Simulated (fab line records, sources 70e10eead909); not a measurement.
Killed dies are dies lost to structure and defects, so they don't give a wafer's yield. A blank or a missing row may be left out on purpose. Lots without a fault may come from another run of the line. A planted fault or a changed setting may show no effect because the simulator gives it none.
fab line records | flow nand_harc
record lots=13 wafers=39 last_day=24
route steps=1159 shown A_CONTACT@942 A_BLC@969
lots that met no fault: from a run of the same line without faults
start_h: hours from the record's first day to the start of the lot's first wafer shown | wait_h: hours since the lot's step before | " the same as in the row above | L1.1+2: a row that stands for several wafers | - no value, or no start given | * or withheld: withheld | < > ~ a bound
route shown NAME@n: a module of which the file shows steps, and the number in the route of the first | usual: mean/standard deviation of fault-free wafers | same: alike in all rows | chamber/n: place in a boat | sites: the reading at each site | _std_site: their standard deviation | _edge_site: outer sites' mean less inner sites' | radius_mm: how far each site lies from the wafer's centre | mask NAME#n: copy n | behind: the tool/chamber that last shaped the wafer | hold: why the lot was held/for how many hours/how that ended | device: the transistor (n, p or np) that didn't switch | end of line: the same wafers' tests at the end of the route | a step without rows: its recipe alone | killed: dies lost to structure and defects at the first sort, not the wafer's yield | map: a wafer's dies, x killed, . not, _ none there
set.NAME: the setting as run; set.NAME@STEP: as run at that earlier step | model.NAME: the simulator's own value behind a step, which no gauge read
steps of the route over a sample of lots; a table a step, a row a wafer
services: from which hour (start_h, from the record's first day; less than 0 if before it) a tool's chamber was out of use, for how many hours, and why
## steps
# step NHARC_A_CONTACT_ETCH_31
# recipe target_depth_a=20000 over_etch_frac=0.3 time_s=520 ion_energy_ev=150 o2_flow_sccm=400 cos_flow_sccm=20 ar_flow_sccm=0 rf_w=500 bias_w=300 chemistry=O2/COS
# usual drypump_motor_current_A=5.8/0.31 oes_product_au=1.001/0.0078 rf_vpp_V=314.1/2.1 showerhead_plenum_p_Torr=3.13/0.13 throttle_valve_pct=28.330/0.0092
# columns lot.wafer tool chamber start_h wait_h drypump_motor_current_A oes_product_au rf_hours_counter_h rf_vpp_V showerhead_plenum_p_Torr throttle_valve_pct
L865.2 rie_diel-01 0 - - 6.4 1.003 17 315.8 3.22 28.327
L865.3 " 1 " " 6.0 0.998 21 318.2 3.36 28.319
L865.6 " 0 " " 6.4 1.003 - 315.7 3.22 28.339
L864.3 rie_diel-11 3 - - 5.7 0.997 4 311.5 2.94 28.313
L864.1 " 0 " " 5.5 1.007 4 316.6 3.25 28.317
L864.5 " 2 " " 5.5 1.004 - 319.2 3.34 28.329
L866.1 rie_diel-11 3 - - 5.7 1.009 7 313.0 2.94 28.331
L866.2 " 1 " " 6.4 0.979 8 313.4 3.16 28.334
L866.5 " 3 " " 5.7 1.005 - 311.1 2.94 28.333
L867.4 rie_diel-01 0 - - 6.4 1.001 20 315.6 3.22 28.324
L867.3 " 3 " " 5.8 1.006 24 314.6 3.07 28.344
L867.5 " 1 " " 5.9 0.992 - 317.1 3.36 28.346
L869.1 rie_diel-11 3 - - 5.8 0.998 15 311.2 2.94 28.332
L869.4 " 0 " " 5.5 1.007 13 316.4 3.24 28.332
L869.6 " 3 " " 5.7 1.009 - 311.3 2.94 28.348
L873.4 rie_diel-07 3 - - 5.6 0.999 4 314.2 3.15 28.346
L873.3 " 1 " " 5.8 1.003 4 311.9 2.96 28.328
L873.6 " 3 " " 5.6 0.984 - 314.8 3.15 28.339
L875.4 rie_diel-11 3 - - 5.8 0.996 29 309.7 2.93 28.326
L875.1 " 0 " " 5.5 1.001 21 315.0 3.24 28.333
L875.3 " 1 " " 6.4 0.975 29 313.9 3.15 28.318
L877.1 rie_diel-07 0 - - 5.8 1.004 8 311.9 2.98 28.308
L877.3 " 1 " " 5.9 1.008 8 312.0 2.96 28.337
L877.2 " 3 " " 5.6 1.007 9 314.2 3.15 28.338
L876.4 rie_diel-07 2 - - 5.8 1.000 9 314.5 3.15 28.316
L876.2 " 0 " " 5.9 0.995 9 312.0 2.98 28.335
L876.5 " 2 " " 5.8 0.994 - 313.4 3.15 28.336
L880.4 rie_diel-01 2 - - 5.7 1.019 48 313.7 2.98 28.344
L880.1 " 0 " " 6.4 1.009 47 315.3 3.20 28.342
L880.2 " 1 " " 5.9 0.999 48 317.1 3.35 28.339
L878.2 rie_diel-11 2 - - 5.5 1.012 36 316.6 3.32 28.332
L878.5 " 0 " " 5.5 1.010 - 316.9 3.24 28.341
L878.6 " 1 " " 6.4 1.004 - 315.2 3.14 28.344
L887.1 rie_diel-11 3 - - 5.7 1.001 49 310.8 2.92 28.337
L887.2 " 1 " " 6.4 0.989 50 313.7 3.14 28.329
L887.3 " 2 " " 5.5 1.002 48 316.4 3.31 28.334
L885.2 rie_diel-07 2 - - 5.8 0.996 21 314.0 3.14 28.322
L885.4 " 3 " " 5.5 0.998 23 314.3 3.14 28.331
L885.5 " 0 " " 5.8 0.994 - 313.2 2.98 28.327
# step NHARC_A_CONTACT_CMP_20
# recipe t_overpolish_s=30 target_thk_nm=300
# usual motor_current_A=11.8/0.9 overpolish_run_s=30.001/0.0086 time_to_endpoint_s=60.2/2.7
# columns lot.wafer tool chamber start_h wait_h motor_current_A overpolish_run_s time_to_endpoint_s
L865.2 cmp-03 3 392.37 0.7 12.4 30.009 56.2
L865.3 " 0 " " 11.1 30.013 54.9
L865.6 " 2 " " 13.0 30.001 57.0
L864.1 cmp-04 3 394.56 0.8 10.6 29.992 67.6
L864.3 " 0 " " 12.6 29.992 63.6
L864.5 " 0 " " 12.4 30.000 63.9
L866.1 cmp-03 0 400.92 0.8 10.3 30.002 60.7
L866.2 " 2 " " 12.7 30.009 61.7
L866.5 " 1 " " 12.5 29.985 61.0
L867.4 cmp-03 0 401.20 0.5 10.5 29.997 63.3
L867.3 " 1 " " 12.6 30.009 60.0
L867.5 " 0 " " 10.6 30.006 61.5
L869.1 cmp-03 1 416.50 0.6 12.3 29.997 60.4
L869.4 " 0 " " 11.0 29.989 60.6
L869.6 " 2 " " 12.5 30.003 59.5
L873.4 cmp-01 3 436.22 0.5 13.1 30.004 57.9
L873.3 " 1 " " 12.6 29.987 58.3
L873.6 " 3 " " 13.6 29.994 57.9
L875.1 cmp-01 3 453.90 0.8 13.6 29.998 60.3
L875.3 " 0 " " 10.8 30.004 60.7
L875.4 " 2 " " 11.9 29.986 59.5
L877.1 cmp-01 1 459.44 0.6 12.6 29.999 62.0
L877.3 " 2 " " 11.1 30.006 62.3
L877.2 " 0 " " 10.9 29.989 59.3
L876.4 cmp-01 3 461.28 0.4 13.3 30.002 61.1
L876.2 " 1 " " 12.0 30.003 58.6
L876.5 " 0 " " 11.1 29.999 61.2
L878.2 cmp-04 2 476.61 0.8 10.7 30.012 65.3
L878.6 " 3 " " 10.8 29.993 64.9
L878.5 " 0 " " 12.0 29.990 63.6
L880.2 cmp-04 1 477.27 0.6 10.5 30.017 59.1
L880.4 " 2 " " 11.6 29.988 61.1
L880.1 " 3 " " 10.6 29.993 61.0
L887.3 cmp-01 1 509.98 0.4 12.1 30.004 58.3
L887.1 " 2 " " 11.1 30.019 56.0
L887.2 " 3 " " 13.9 29.999 53.2
L885.2 cmp-04 1 525.49 0.7 10.3 29.993 58.0
L885.4 " 3 " " 11.8 30.018 59.4
L885.5 " 1 " " 10.6 30.011 57.0
# step NHARC_A_BLC_SOFTBAKE_05
# recipe temp_c=105 time_s=55
# usual heater_power_total_W=188.43/0.13
# columns lot.wafer tool chamber start_h wait_h heater_power_total_W
L865.2 litho_track-06 0 392 - 188.33
L865.3 " 0 " " 188.35
L865.6 " 0 " " 188.54
L864.1 litho_track-04 0 395 - 188.40
L864.3 " 0 " " 188.40
L864.5 " 0 " " 188.53
L866.1 litho_track-01 0 401 - 188.73
L866.2 " 0 " " 188.30
L866.5 " 0 " " 188.43
L867.3 litho_track-01 0 401 - 188.30
L867.4 " 0 " " 188.68
L867.5 " 0 " " 188.45
L869.1 litho_track-06 0 416 - 188.51
L869.4 " 0 " " 188.29
L869.6 " 0 " " 188.33
L873.3 litho_track-01 0 436 - 188.66
L873.4 " 0 " " 188.33
L873.6 " 0 " " 188.73
L875.1 litho_track-04 0 454 - 188.37
L875.3 " 0 " " 188.30
L875.4 " 0 " " 188.27
L877.1 litho_track-06 0 459 - 188.45
L877.2 " 0 " " 188.55
L877.3 " 0 " " 188.45
L876.2 litho_track-06 0 461 - 188.61
L876.4 " 0 " " 188.33
L876.5 " 0 " " 188.76
L878.2 litho_track-06 0 477 - 188.33
L878.5 " 0 " " 188.43
L878.6 " 0 " " 188.50
L880.1 litho_track-01 0 477 - 188.70
L880.2 " 0 " " 188.33
L880.4 " 0 " " 188.39
L887.1 litho_track-01 0 510 - 166.90
L887.2 " 0 " " 166.79
L887.3 " 0 " " 166.87
L885.2 litho_track-01 0 525 - 166.90
L885.4 " 0 " " 167.01
L885.5 " 0 " " 166.88
# step NHARC_A_BLC_OVL_MEAS_11
# usual overlay_x_nm=0.2/0.98 overlay_y_nm=-0.3/0.67
# columns lot.wafer tool chamber start_h wait_h overlay_x_nm overlay_y_nm
L865.2 overlay-01 - 393.32 - -0.1 -0.7
L865.3 " - " " 0.1 0.1
L865.6 " - " " -0.4 -0.2
L864.1 overlay-01 - 395.45 - -0.1 -0.2
L864.3 " - " " 0.0 -0.3
L864.5 " - " " -0.3 0.2
L866.1 overlay-02 - 401.91 - 0.6 -0.5
L866.2 " - " " 0.5 -0.3
L866.5 " - " " 0.4 -0.3
L867.3 overlay-01 - 402.17 - 0.1 -0.1
L867.4 " - " " 0.9 0.4
L867.5 " - " " 0.6 0.2
L869.1 overlay-02 - 417.50 - 0.7 -0.5
L869.4 " - " " 0.8 -0.5
L869.6 " - " " 0.8 0.2
L873.3 overlay-02 - 437.22 - 0.4 -0.1
L873.4 " - " " -0.4 0.3
L873.6 " - " " 0.2 0.5
L875.1 overlay-01 - 454.90 - -0.7 0.0
L875.3 " - " " -1.0 -0.2
L875.4 " - " " -0.5 0.0
L877.1 overlay-02 - 460.44 - -0.1 -1.4
L877.2 " - " " -0.7 -1.6
L877.3 " - " " 0.0 -1.2
L876.2 overlay-01 - 462.15 - 0.3 -0.1
L876.4 " - " " -0.6 -0.3
L876.5 " - " " -0.1 -0.3
L878.2 overlay-01 - 477.54 - 0.6 0.6
L878.5 " - " " 0.0 0.8
L878.6 " - " " 0.3 0.7
L880.1 overlay-01 - 478.28 - -0.5 -0.1
L880.2 " - " " -0.5 -0.8
L880.4 " - " " -0.8 -0.9
L887.1 overlay-02 - 510.98 - 1.4 -0.3
L887.2 " - " " 1.2 -0.6
L887.3 " - " " 1.4 -0.1
L885.2 overlay-01 - 526.46 - 1.0 -0.8
L885.4 " - " " 1.1 -1.4
L885.5 " - " " 1.7 -0.6
## services
# columns tool chamber start_h hours kind
rie_diel-07 2 365.86 2.6 repair
rie_diel-11 - 366.50 9.0 pm
cmp-04 - 368.98 6.3 repair
cmp-01 - 381.20 4.0 pm
rie_diel-11 0 386.54 1.2 repair
cmp-04 - 399.29 4.0 pm
rie_diel-01 - 405.05 9.7 repair
rie_diel-07 - 405.20 9.0 pm
cmp-04 - 411.00 3.1 repair
cmp-01 - 416.27 18.0 repair
rie_diel-11 0 424.89 9.5 repair
rie_diel-01 1 438.10 3.6 repair
litho_track-01 - 443.00 7.0 pm
cmp-03 - 450.13 4.0 pm
rie_diel-07 1 456.38 4.5 repair
cmp-03 - 460.71 2.0 repair
litho_track-06 - 467.00 7.0 pm
cmp-03 - 469.06 0.9 repair
cmp-01 - 476.37 1.1 repair
cmp-01 - 479.20 4.0 pm
rie_diel-01 - 491.99 9.0 pm
cmp-04 - 497.29 4.0 pm
cmp-04 - 502.90 1.0 repair
rie_diel-11 2 517.27 6.7 repair
## key
first_sign step=NHARC_A_BLC_SOFTBAKE_05 reading=heater_power_total_W direction=down sigmas=99+ usual=* struck=*
effect none on later readings
met_at NHARC_A_BLC_SOFTBAKE_05
struck_lots L885,L887
tester_left_out L885,L887
loop_trim step=NHARC_A_BLC_EXPOSE_07 setting=dose lots=L885
not_acting_at NHARC_A_CONTACT_ETCH_31,NHARC_A_CONTACT_CMP_20,NHARC_A_BLC_OVL_MEAS_11
onset_between 477 510
fault kind=process_parameter_drift tool=litho_track-01 chamber=- onset_h=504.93 steps=NHARC_A_BLC_SOFTBAKE_05 channel=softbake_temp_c offset=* shape=step end_h=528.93 acts_in=* stated=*
# tester_left_out: of these lots the tester's yield and bins aren't shown, on N5 and GAA mostly nor the transistor test; their killed dies are dies lost to structure and defects alone, not to doping, threshold or leakage, so they don't give the yield
# loop_trim: a control loop set the setting to another value than it would have without faults
